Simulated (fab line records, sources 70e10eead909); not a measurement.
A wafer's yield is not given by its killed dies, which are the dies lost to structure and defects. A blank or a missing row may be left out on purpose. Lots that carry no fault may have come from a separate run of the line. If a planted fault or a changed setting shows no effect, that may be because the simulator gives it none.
fab line records    flow nand-harc    part 2 of 2: steps 44 to 45 of 45
record: lots: 6  wafers: 18  last-day: 25
route steps=1159 shown P_GATE@126 P_M2@331 END@1159
lots that met no fault: taken from a fault-free run of the same line
start-h: start of the lot's first displayed wafer, in hours after the record's first day    wait-h: hours since the lot's step before    " as in the row above    L1.1+2: a single row standing in for several wafers    - no value present, or no start provided    * or withheld: withheld    < > ~ a bound
route shown NAME@n: names a module that has steps shown in the file, with the first one's number in the route    usual: the fault-free wafers' mean and standard deviation    same: alike in all rows    chamber/n: place in a boat    sites: per-site readings    _std_site: their standard deviation    _edge_site: outer sites' mean less inner sites'    radius-mm: for every site, how far away it sits from the centre of the wafer    mask NAME#n: copy n    behind: the last tool/chamber to shape the wafer    hold: reason for holding the lot/hours on hold/outcome of the hold    device: the n, p or np transistor that did not switch    end of line: at the end of the route, the tests of the same wafers    for a step that has no rows: nothing shown but its recipe    killed: dies lost to structure and defects at the first sort, not the wafer's yield    map: per-die view of a wafer (x killed, . not killed, _ where there is no die)
set.NAME: the run value of the setting; set.NAME@STEP: its run value at that earlier step    model.NAME: the simulator's own value behind a step, which no gauge read
lots seen at some steps along the route; tables by step, rows by wafer
services: the hour from which a tool's chamber was out of use, counted from the record's first day as start-h (under 0 if before that day), plus the number of hours and why
== steps ==
step: NHARC_P_M2_ETCH_28
recipe: target-depth-a: 300  over-etch-frac: 0.3  time-s: 72.99  ion-energy-ev: 150  cf4-flow-sccm: 50  n2-flow-sccm: 100  ar-flow-sccm: 150  rf-w: 300  bias-w: 100  chemistry: CF4/N2
usual: drypump-motor-current-A: 5.9/0.59  oes-product-au: 1.000/0.012  rf-vpp-V: 313.7/1.5  showerhead-plenum-p-Torr: 2.60/0.074  throttle-valve-pct: 19.794/0.0087
lot.wafer  tool         chamber  start-h  wait-h  drypump-motor-current-A  oes-product-au  rf-hours-counter-h  rf-vpp-V  showerhead-plenum-p-Torr  throttle-valve-pct  model.P_M2.cd-nm
L450.4     rie-diel-13  2        -        -       5.9                      0.991           4                   315.2     2.62                      19.802              169.7
L450.2     "            3        "        "       5.8                      0.998           4                   314.6     2.67                      19.795              169.3
L450.6     "            1        "        "       5.5                      0.987           -                   316.9     2.76                      19.787              169.5
L453.4     rie-diel-03  3        -        -       6.8                      1.002           4                   313.3     2.53                      19.801              171.3
L453.1     "            0        "        "       4.8                      1.001           2                   312.6     2.47                      19.798              169.2
L453.5     "            3        "        "       6.8                      1.010           -                   312.7     2.53                      19.795              171.3
L457.3     rie-diel-06  0        -        -       5.7                      0.983           37                  314.1     2.64                      19.787              171.6
L457.4     "            1        "        "       5.1                      1.005           36                  314.8     2.61                      19.796              172.6
L457.6     "            2        "        "       5.9                      0.990           -                   313.9     2.61                      19.793              170.2
L461.4     rie-diel-13  0        -        -       5.7                      1.002           13                  311.9     2.45                      19.794              168.7
L461.5     "            2        "        "       5.9                      1.000           -                   313.3     2.61                      19.810              167.8
L461.6     "            3        "        "       5.8                      0.994           -                   315.0     2.66                      19.792              166.5
L463.1     rie-diel-03  3        -        -       6.8                      1.002           0                   312.7     2.53                      19.786              175
L463.2     "            1        "        "       5.4                      0.991           0                   315.4     2.62                      19.804              175.1
L463.4     "            2        "        "       6.0                      0.990           -                   313.7     2.63                      19.792              175.3
L471.2     rie-diel-03  3        -        -       6.8                      1.027           2                   312.9     2.53                      19.811              169.3
L471.6     "            3        "        "       6.9                      1.020           -                   312.1     2.53                      19.798              171
L471.5     "            0        "        "       4.8                      0.995           -                   310.4     2.47                      19.798              172.4
step: NHARC_END_SORT_01
recipe: temp-c: 25
usual: killed-at-array: 29/10  killed-at-other: 0.7/1.1  killed-at-periphery: 3.3/2.4  killed-dies: 33/11  killed-open: 3.3/2  killed-short: 1.9/1.3
same: gross-dies: 677
lot.wafer  tool       chamber  start-h  wait-h  killed-at-array  killed-at-other  killed-at-periphery  killed-dies  killed-open  killed-short
L453.1     prober-01  0        453.31   2.5     16               0                0                    16           1            0
L453.4     prober-01  0        455.74   3.4     25               0                0                    25           3            1
L453.5     prober-01  0        456.55   3.7     17               0                1                    18           2            2
L450.2     prober-02  0        454.09   2.8     26               0                2                    28           5            1
L450.4     prober-02  0        455.67   3.4     22               0                2                    24           2            2
L450.6     prober-02  0        457.24   3.9     27               1                11                   39           9            1
L457.3     prober-02  0        499.71   3.1     15               0                1                    16           1            3
L457.4     prober-02  0        500.53   3.4     13               0                1                    14           2            1
L457.6     prober-02  0        502.16   4.1     14               0                3                    17           1            2
L461.4     prober-02  0        543.04   3.4     32               1                5                    38           1            3
L461.5     prober-02  0        543.84   3.7     35               2                3                    40           5            1
L461.6     prober-02  0        544.64   4.0     35               2                9                    46           8            2
L463.1     prober-01  0        557.75   2.5     18               1                7                    26           3            0
L463.2     prober-01  0        558.55   2.8     18               1                5                    24           6            4
L463.4     prober-01  0        560.16   3.4     11               1                3                    15           3            1
L471.2     prober-01  0        593.56   2.8     45               0                0                    45           4            4
L471.5     prober-01  0        595.99   3.7     32               0                1                    33           3            1
L471.6     prober-01  0        596.80   4.0     39               1                4                    44           1            2
killed by level:class
L453.1 A_CHANNEL_HOLE_D1:chamber-film-flake=10 A_SLIT:chamber-film-flake=2 A_STAIRCASE:chamber-film-flake=2 A_M0:geometric-particle:open=1 A_ZERO_WELL:chamber-film-flake=1
L450.2 A_CHANNEL_HOLE_D1:chamber-film-flake=13 A_STAIRCASE:chamber-film-flake=4 A_CONTACT:chamber-film-flake=3 A_CONTACT:geometric-particle:open=2 P_M0:geometric-particle:open=1 A_ONON_D1:geometric-particle:short=1 A_ONON_D1:geometric-particle:open=1 A_M1:geometric-particle:open=1
L450.4 A_CHANNEL_HOLE_D1:chamber-film-flake=11 A_STAIRCASE:chamber-film-flake=5 A_CONTACT:chamber-film-flake=2 A_SGD_CUT:geometric-particle:short=1 A_CONTACT:geometric-particle:open=1 A_M1:geometric-particle:short=1 A_M1:geometric-particle:open=1 P_M0:chamber-film-flake=1
L453.4 A_CHANNEL_HOLE_D1:chamber-film-flake=14 A_STAIRCASE:chamber-film-flake=3 A_WL_FILL:chamber-film-flake=2 A_ONON_D1:geometric-particle:open=1 A_CONTACT:geometric-particle:open=1 A_CONTACT:geometric-particle:short=1 A_M0:geometric-particle:open=1 A_CONTACT:chamber-film-flake=1
L453.5 A_CHANNEL_HOLE_D1:chamber-film-flake=10 A_STAIRCASE:chamber-film-flake=4 P_GATE:geometric-particle:short=1 A_CHANNEL_FILL_D1:geometric-particle:open=1 A_CONTACT:geometric-particle:short=1 A_M0:geometric-particle:open=1
L450.6 A_CHANNEL_HOLE_D1:chamber-film-flake=13 P_M0:chamber-film-flake=4 A_STAIRCASE:chamber-film-flake=4 P_BONDPAD:chamber-film-flake=3 A_SLIT:chamber-film-flake=2 P_GATE:geometric-particle:open=1 P_CONTACT:geometric-particle:open=1 A_ONON_D1:geometric-particle:open=1
L457.3 A_CONTACT:chamber-film-flake=5 A_STAIRCASE:chamber-film-flake=4 A_CHANNEL_HOLE_D1:chamber-film-flake=2 P_M0:geometric-particle:open=1 A_ONON_D1:geometric-particle:short=1 A_CHANNEL_FILL_D1:geometric-particle:short=1 A_WL_FILL:geometric-particle:short=1 A_WL_FILL:chamber-film-flake=1
L457.4 A_CONTACT:chamber-film-flake=4 A_CHANNEL_HOLE_D1:chamber-film-flake=2 A_STAIRCASE:chamber-film-flake=2 A_WL_FILL:chamber-film-flake=2 A_CHANNEL_HOLE_D1:geometric-particle:short=1 A_CONTACT:geometric-particle:open=1 A_M0:geometric-particle:open=1 P_STI:chamber-film-flake=1
L457.6 A_WL_FILL:chamber-film-flake=6 A_CHANNEL_HOLE_D1:chamber-film-flake=4 A_CONTACT:chamber-film-flake=2 P_GATE:geometric-particle:short=1 P_CONTACT:geometric-particle:open=1 A_M0:geometric-particle:short=1 P_ZERO_WELL:chamber-film-flake=1 A_STAIRCASE:chamber-film-flake=1
L461.4 A_CHANNEL_HOLE_D1:chamber-film-flake=20 A_CONTACT:chamber-film-flake=6 P_M1:chamber-film-flake=3 A_CHANNEL_FILL_D1:geometric-particle:short=2 A_CONTACT:geometric-particle:short=1 P_ZERO_WELL:chamber-film-flake=1 P_GATE:chamber-film-flake=1 STARTING-WAFER:geometric-particle:open=1
L461.5 A_CHANNEL_HOLE_D1:chamber-film-flake=22 A_CONTACT:chamber-film-flake=6 A_CONTACT:geometric-particle:open=3 A_STAIRCASE:chamber-film-flake=2 THIN_TSV:chamber-film-flake=2 P_CONTACT:geometric-particle:open=1 A_CHANNEL_FILL_D1:geometric-particle:short=1 A_M0:geometric-particle:open=1
L461.6 A_CHANNEL_HOLE_D1:chamber-film-flake=21 P_GATE:chamber-film-flake=5 A_CONTACT:chamber-film-flake=4 A_ONON_D1:geometric-particle:open=2 THIN_TSV:chamber-film-flake=2 P_M0:geometric-particle:open=1 P_M1:geometric-particle:short=1 A_CHANNEL_FILL_D1:geometric-particle:open=1
L463.1 A_CHANNEL_HOLE_D1:chamber-film-flake=9 A_CONTACT:chamber-film-flake=5 P_GATE:chamber-film-flake=3 P_GATE:geometric-particle:open=1 A_SOURCE_PLATE:geometric-particle:open=1 A_CONTACT:geometric-particle:open=1 P_STI:chamber-film-flake=1 P_M1:chamber-film-flake=1
L463.2 A_CHANNEL_HOLE_D1:chamber-film-flake=4 P_M2:chamber-film-flake=3 A_CONTACT:chamber-film-flake=3 A_WL_FILL:geometric-particle:short=2 A_SGD_CUT:chamber-film-flake=2 P_M0:geometric-particle:open=1 P_M1:geometric-particle:open=1 A_CHANNEL_HOLE_D1:geometric-particle:short=1
L463.4 A_CHANNEL_HOLE_D1:chamber-film-flake=5 A_CONTACT:chamber-film-flake=2 A_CHANNEL_FILL_D1:geometric-particle:short=1 A_CHANNEL_FILL_D1:geometric-particle:open=1 A_SGD_CUT:geometric-particle:open=1 A_M0:geometric-particle:open=1 P_STI:chamber-film-flake=1 P_GATE:chamber-film-flake=1
L471.2 A_SLIT:chamber-film-flake=18 A_CHANNEL_HOLE_D1:chamber-film-flake=13 A_ONON_D1:geometric-particle:open=2 A_ONON_D1:geometric-particle:short=2 A_CHANNEL_FILL_D1:chamber-film-flake=2 A_STAIRCASE:chamber-film-flake=2 A_CHANNEL_HOLE_D1:geometric-particle:open=1 A_WL_FILL:geometric-particle:short=1
L471.5 A_SLIT:chamber-film-flake=14 A_CHANNEL_HOLE_D1:chamber-film-flake=8 A_CONTACT:chamber-film-flake=6 P_M2:geometric-particle:open=1 A_CHANNEL_HOLE_D1:geometric-particle:open=1 A_SGD_CUT:geometric-particle:short=1 A_CONTACT:geometric-particle:open=1 A_STAIRCASE:chamber-film-flake=1
L471.6 A_SLIT:chamber-film-flake=22 A_CHANNEL_HOLE_D1:chamber-film-flake=9 A_CONTACT:chamber-film-flake=4 P_ZERO_WELL:chamber-film-flake=2 P_BONDPAD:chamber-film-flake=2 A_CHANNEL_FILL_D1:geometric-particle:short=1 A_CONTACT:geometric-particle:open=1 A_M1:geometric-particle:short=1
== services ==
tool             chamber  start-h  hours  kind
arfi-scanner-02  -        84.00    4.0    pm
rie-diel-03      1        94.71    4.3    repair
rie-diel-13      -        99.03    9.0    pm
rie-diel-13      2        113.36   9.5    repair
rie-diel-03      1        115.56   4.0    repair
rie-diel-01      2        122.17   4.6    repair
rie-diel-13      3        124.27   5.6    repair
rie-diel-01      1        132.81   3.8    repair
rie-diel-01      -        137.80   9.0    pm
arfi-scanner-02  -        145.99   0.8    repair
arfi-scanner-02  -        168.33   0.5    repair
rie-diel-13      0        175.66   35.2   repair
rie-diel-13      3        195.00   8.4    repair
rie-diel-06      1        197.92   2.2    repair
rie-diel-06      1        200.69   9.4    repair
rie-diel-06      2        213.47   15.6   repair
rie-diel-03      -        215.30   9.0    pm
arfi-scanner-02  -        227.58   5.3    repair
rie-diel-13      2        230.15   8.7    repair
pecvd-01         -        237.04   13.0   pm
rie-diel-06      -        241.28   9.0    pm
rie-diel-03      3        253.44   1.3    repair
arfi-scanner-02  -        256.00   4.0    pm
rie-diel-06      3        261.21   33.1   repair
== key ==
first-sign: step: NHARC_P_GATE_EXPOSE_23  reading: exposure-dose-mJ-cm2  direction: down  sigmas: 23  usual: 93.90  struck: 91.80
effect none on later readings
model-effect: step: NHARC_P_GATE_DESCUM_31  value: P_GATE.cd-nm  without: 118.8  struck: 120.1
model-effect: step: NHARC_P_M2_DESCUM_14  value: P_M2.cd-nm  without: 170.7  struck: 173.5
model-effect: step: NHARC_P_M2_ETCH_28  value: P_M2.cd-nm  without: 170.5  struck: 173.3
met-at NHARC_P_GATE_EXPOSE_23
struck-wafers L457.3,L457.4,L457.6,L463.1,L463.2,L463.4
tester-left-out L457,L463
loop-trim: step: NHARC_P_M2_EXPOSE_06  setting: dose  lots: L463
onset-between 107.36 148.59
fault: kind: process-parameter-drift  tool: arfi-scanner-02  chamber: -  onset-h: 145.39  steps: NHARC_P_GATE_EXPOSE_23  channel: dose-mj  offset: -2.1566  shape: step  acts-in: these-recipes-only  stated: 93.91
tester-left-out: of these lots the tester's yield and bins aren't shown, on N5 and GAA mostly nor the transistor test; their killed dies are dies lost to structure and defects alone, not to doping, threshold or leakage, so they don't give the yield
loop-trim: a control loop set the setting to another value than it would have without faults
